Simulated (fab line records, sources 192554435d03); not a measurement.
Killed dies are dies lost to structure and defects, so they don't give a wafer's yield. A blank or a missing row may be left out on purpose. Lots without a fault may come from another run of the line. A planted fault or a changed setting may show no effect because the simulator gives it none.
Which tool did it? | flow n5_finfet | 10 lots, 26 wafers sampled, at 5 steps of a route of 1938

WHAT THE GAUGES READ, wafer by wafer
The record holds no reading of a measuring or inspecting step that can be judged against a usual standard deviation.

WHICH TOOL RAN EACH LOT (tool, then ch and the chambers of the sampled wafers, then the start)
lot  | N5_BEOL_M8_ETCH_62                 | N5_BEOL_M8_STRIP_19                | N5_BEOL_M8_ETCH_72                 | N5_BEOL_M8_ETCH_65                 | N5_PASSIVATION_PROBE_49
L787 | rie_diel-02 ch 1,2, day 10 12:50   | rie_diel-04 ch 0,1,3, day 10 13:08 | rie_diel-02 ch 1,2, day 10 15:10   | rie_diel-02 ch 1,2, day 10 15:10   | prober-02, day 14 05:38
L789 | rie_diel-02 ch 0,1,2, day 11 00:37 | rie_diel-02 ch 0,1,2, day 11 00:55 | rie_diel-03 ch 1,2,3, day 11 02:59 | rie_diel-03 ch 1,2,3, day 11 03:00 | prober-01, day 14 17:21
L786 | rie_diel-03 ch 0,1,3, day 11 01:36 | rie_diel-03 ch 0,2,3, day 11 01:54 | rie_diel-03 ch 0,3, day 11 04:01   | rie_diel-03 ch 0,3, day 11 04:02   | prober-02, day 14 15:29
L795 | rie_diel-02 ch 0,2, day 12 17:02   | rie_diel-02 ch 0,2, day 12 17:20   | rie_diel-02 ch 0, day 12 21:11     | rie_diel-02 ch 0, day 12 21:13     | prober-01, day 15 20:45
L794 | rie_diel-03 ch 2,3, day 13 11:47   | rie_diel-02 ch 0,3, day 13 12:05   | rie_diel-02 ch 0,3, day 13 13:19   | rie_diel-02 ch 0,3, day 13 13:20   | prober-01, day 16 00:41
L796 | rie_diel-04 ch 3, day 13 22:14     | rie_diel-02 ch 1,2, day 13 22:32   | rie_diel-02 ch 2,3, day 13 23:06   | rie_diel-02 ch 2,3, day 13 23:07   | prober-02, day 16 17:12
L801 | rie_diel-04 ch 1,2,3, day 14 14:27 | rie_diel-02 ch 0,2,3, day 14 14:54 | rie_diel-03 ch 0,1, day 14 16:05   | rie_diel-03 ch 0,1, day 14 16:07   | prober-01, day 17 19:59
L802 | rie_diel-03 ch 0,2,3, day 16 08:38 | rie_diel-04 ch 1,3, day 16 08:56   | rie_diel-04 ch 0,1, day 16 10:35   | rie_diel-04 ch 0,1, day 16 10:36   | prober-01, day 19 01:10
L805 | rie_diel-03 ch 0,1, day 16 15:49   | rie_diel-03 ch 2,3, day 16 16:07   | rie_diel-04 ch 1,2, day 16 17:07   | rie_diel-04 ch 1,2, day 16 17:07   | prober-02, day 19 21:13
L803 | rie_diel-03 ch 1,2,3, day 16 18:47 | rie_diel-04 ch 1,2,3, day 16 19:07 | rie_diel-02 ch 1,2, day 16 20:38   | rie_diel-02 ch 1,2, day 16 20:39   | prober-02, day 19 21:47
- N5_BEOL_M8_ETCH_62: etches SOC in N2/H2, target depth 110 nm, overetch 22 nm, time 165 s.
- N5_BEOL_M8_STRIP_19: strips in O2.
- N5_BEOL_M8_ETCH_72: etches underlayer in N2/H2, target depth 6.5 nm, time 5.2 s.
- N5_BEOL_M8_ETCH_65: etches SiARC in CF4, target depth 15.6 nm, time 26 s.
- N5_PASSIVATION_PROBE_49

WHAT THE TOOLS THEMSELVES READ (means of the sampled wafers that have a number; where no wafer has one, the mark that the record gives instead)
N5_BEOL_M8_ETCH_62.
lot  | tool        | drypump_motor_current_A (A) | oes_product_au (a.u.) | rf_fwd_power_W (W) | rf_vpp_V (V) | showerhead_plenum_p_Torr (Torr) | throttle_valve_pct (%)
L787 | rie_diel-02 | 6.21                        | 0.67                  | 837.8              | 523.0        | 2.52                            | 17.5
L789 | rie_diel-02 | 6.26                        | 0.69                  | 837.5              | 524.2        | 2.53                            | 17.6
L786 | rie_diel-03 | 5.76                        | 0.61                  | 836.6              | 522.1        | 2.48                            | 17.9
L795 | rie_diel-02 | 6.20                        | 0.65                  | 838.5              | 520.7        | 2.44                            | 17.6
L794 | rie_diel-03 | 5.99                        | 0.61                  | 837.6              | 522.2        | 2.46                            | 17.7
L796 | rie_diel-04 | 6.14                        | 0.64                  | 838.2              | 520.9        | 2.44                            | 18.1
L801 | rie_diel-04 | 6.00                        | 0.67                  | 839.4              | 521.3        | 2.44                            | 18.0
L802 | rie_diel-03 | 5.79                        | 0.66                  | 835.9              | 523.3        | 2.46                            | 17.7
L805 | rie_diel-03 | 5.70                        | 0.59                  | 838.8              | 520.9        | 2.46                            | 18.2
L803 | rie_diel-03 | 5.96                        | 0.65                  | 837.6              | 522.2        | 2.44                            | 17.8

N5_BEOL_M8_STRIP_19.
lot  | tool        | drypump_motor_current_A (A) | oes_product_au (a.u.) | rf_vpp_V (V) | showerhead_plenum_p_Torr (Torr) | throttle_valve_pct (%)
L787 | rie_diel-04 | 6.06                        | 0.73                  | 3.5          | 2.02                            | 16.90
L789 | rie_diel-02 | 6.25                        | 0.81                  | 3.8          | 2.09                            | 16.51
L786 | rie_diel-03 | 5.80                        | 0.73                  | 4.0          | 2.05                            | 16.74
L795 | rie_diel-02 | 6.24                        | 0.77                  | 3.1          | 2.02                            | 16.59
L794 | rie_diel-02 | 6.21                        | 0.82                  | 4.1          | 2.08                            | 16.51
L796 | rie_diel-02 | 6.22                        | 0.78                  | 3.0          | 2.10                            | 16.48
L801 | rie_diel-02 | 6.17                        | 0.78                  | 3.7          | 2.05                            | 16.52
L802 | rie_diel-04 | 6.11                        | 0.72                  | 3.4          | 2.02                            | 17.04
L805 | rie_diel-03 | 5.96                        | 0.83                  | 3.4          | 2.03                            | 16.49
L803 | rie_diel-04 | 5.99                        | 0.77                  | 3.7          | 2.03                            | 16.94

N5_BEOL_M8_ETCH_72.
lot  | tool        | drypump_motor_current_A (A) | etch_rf_on_time_s (s) | oes_product_au (a.u.) | rf_fwd_power_W (W) | rf_vpp_V (V) | showerhead_plenum_p_Torr (Torr) | throttle_valve_pct (%)
L787 | rie_diel-02 | 6.20                        | 5.09                  | 0.68                  | 820.7              | 521.0        | 2.52                            | 17.55
L789 | rie_diel-03 | 5.97                        | 5.31                  | 0.61                  | 821.8              | 521.6        | 2.46                            | 17.92
L786 | rie_diel-03 | 5.76                        | 5.10                  | 0.62                  | 822.2              | 523.8        | 2.50                            | 17.72
L795 | rie_diel-02 | 6.29                        | 3.85                  | 0.83                  | 818.6              | 522.2        | 2.46                            | 17.81
L794 | rie_diel-02 | 6.20                        | 4.42                  | 0.77                  | 819.0              | 522.3        | 2.53                            | 17.70
L796 | rie_diel-02 | 6.13                        | 4.31                  | 0.74                  | 820.0              | 523.0        | 2.51                            | 17.59
L801 | rie_diel-03 | 5.61                        | 5.27                  | 0.60                  | 818.1              | 523.4        | 2.48                            | 18.18
L802 | rie_diel-04 | 6.02                        | 5.12                  | 0.65                  | 818.6              | 522.7        | 2.50                            | 17.88
L805 | rie_diel-04 | 5.91                        | 4.93                  | 0.69                  | 817.9              | 521.6        | 2.44                            | 18.02
L803 | rie_diel-02 | 6.18                        | 5.16                  | 0.64                  | 823.1              | 523.6        | 2.50                            | 17.63

N5_BEOL_M8_ETCH_65.
lot  | tool        | drypump_motor_current_A (A) | etch_rf_on_time_s (s) | oes_product_au (a.u.) | rf_fwd_power_W (W) | rf_vpp_V (V) | showerhead_plenum_p_Torr (Torr) | throttle_valve_pct (%)
L787 | rie_diel-02 | 6.22                        | 25.4                  | 0.68                  | 529.8              | 184.2        | 2.13                            | 15.50
L789 | rie_diel-03 | 5.96                        | 26.8                  | 0.62                  | 531.0              | 184.2        | 2.07                            | 15.70
L786 | rie_diel-03 | 5.73                        | 25.6                  | 0.62                  | 532.2              | 184.2        | 2.12                            | 15.72
L795 | rie_diel-02 | 6.27                        | 26.9                  | 0.68                  | 536.3              | 182.8        | 2.08                            | 15.57
L794 | rie_diel-02 | 6.17                        | 26.3                  | 0.70                  | 534.2              | 183.7        | 2.12                            | 15.41
L796 | rie_diel-02 | 6.14                        | 25.2                  | 0.68                  | 531.9              | 183.1        | 2.11                            | 15.42
L801 | rie_diel-03 | 5.60                        | 26.6                  | 0.60                  | 531.4              | 182.7        | 2.09                            | 16.01
L802 | rie_diel-04 | 6.07                        | 25.7                  | 0.66                  | 531.6              | 184.4        | 2.13                            | 15.73
L805 | rie_diel-04 | 5.92                        | 24.6                  | 0.70                  | 531.5              | 182.8        | 2.08                            | 15.80
L803 | rie_diel-02 | 6.22                        | 25.4                  | 0.64                  | 532.0              | 183.5        | 2.11                            | 15.58

N5_PASSIVATION_PROBE_49.
lot  | tool      | defect_limited_yield (%) | killed_at_M0_to_M3 | killed_at_M4_up | killed_at_contacts | killed_at_front_end | killed_at_other | killed_dies | killed_open | killed_short | sort_bin_5_function (%) | sort_bin_6_memory (%) | sort_bin_8_speed (%) | sort_n_pass | sort_yield_pct (%)
L787 | prober-02 | 91.7                     | 24                 | 14              | 14                 | 44                  | 2               | 98          | 64          | 27           | 5.0                     | 3.0                   | 0.00                 | 1082        | 91.7
L789 | prober-01 | 91.4                     | 29                 | 10              | 20                 | 35                  | 8               | 101         | 65          | 36           | 5.0                     | 3.3                   | 0.00                 | 1079        | 91.4
L786 | prober-02 | 90.8                     | 39                 | 11              | 11                 | 36                  | 11              | 108         | 72          | 36           | 5.5                     | 3.5                   | 0.00                 | 1072        | 90.8
L795 | prober-01 | 91.0                     | 43                 | 21              | 7                  | 32                  | 3               | 106         | 70          | 37           | 5.5                     | 3.2                   | 0.00                 | 1074        | 91.0
L794 | prober-01 | 91.8                     | 26                 | 11              | 26                 | 30                  | 2               | 96          | 60          | 34           | 4.4                     | 3.2                   | 0.00                 | 1084        | 91.8
L796 | prober-02 | 91.7                     | 19                 | 18              | 13                 | 43                  | 5               | 98          | 60          | 38           | 5.4                     | 2.5                   | 0.00                 | 1082        | 91.7
L801 | prober-01 | 89.7                     | 36                 | 19              | 12                 | 52                  | 4               | 122         | 73          | 49           | 6.0                     | 3.8                   | 0.03                 | 1058        | 89.7
L802 | prober-01 | 91.7                     | 28                 | 15              | 6                  | 45                  | 4               | 98          | 61          | 34           | 5.0                     | 2.9                   | 0.00                 | 1082        | 91.7
L805 | prober-02 | 89.2                     | 40                 | 15              | 21                 | 45                  | 6               | 128         | 94          | 33           | 6.5                     | 4.1                   | 0.00                 | 1052        | 89.2
L803 | prober-02 | 92.3                     | 32                 | 10              | 11                 | 35                  | 3               | 91          | 54          | 30           | 4.5                     | 2.4                   | 0.03                 | 1089        | 92.3

THE ANSWER, worked out from the rows above alone
Rule: what is usual is taken from the lots themselves. Put in order of their means at a reading, lots are off if they are a third of the lots or fewer, leave a main group of 4 or more, and stand apart from it by a gap of 3 or more times the standard deviation of the main group's means; of several such gaps the widest counts. A main group whose means are all the same, to the digits that the tables above print for the reading, isn't used. A lot without any number at a reading at which 4 lots or more have one is off too. The other lots that the step has rows for count as sound. The gauges are gone through in route order, then the tools' own readings, and for those a lot's mean is taken as printed above. The first step at which some lot is off is used, and at that step the reading that is off furthest; a lot without a number counts as furthest.
Off: L795, L794, L796, at N5_BEOL_M8_ETCH_72 (etch_rf_on_time_s). The main group: mean 5.14 s, standard deviation 0.12.
A tool fits if, at that step or a process step before it, it ran every lot that is off, and no sound lot after the first of them. None of those tried fits.

WHAT THE SIMULATOR HAD PUT IN
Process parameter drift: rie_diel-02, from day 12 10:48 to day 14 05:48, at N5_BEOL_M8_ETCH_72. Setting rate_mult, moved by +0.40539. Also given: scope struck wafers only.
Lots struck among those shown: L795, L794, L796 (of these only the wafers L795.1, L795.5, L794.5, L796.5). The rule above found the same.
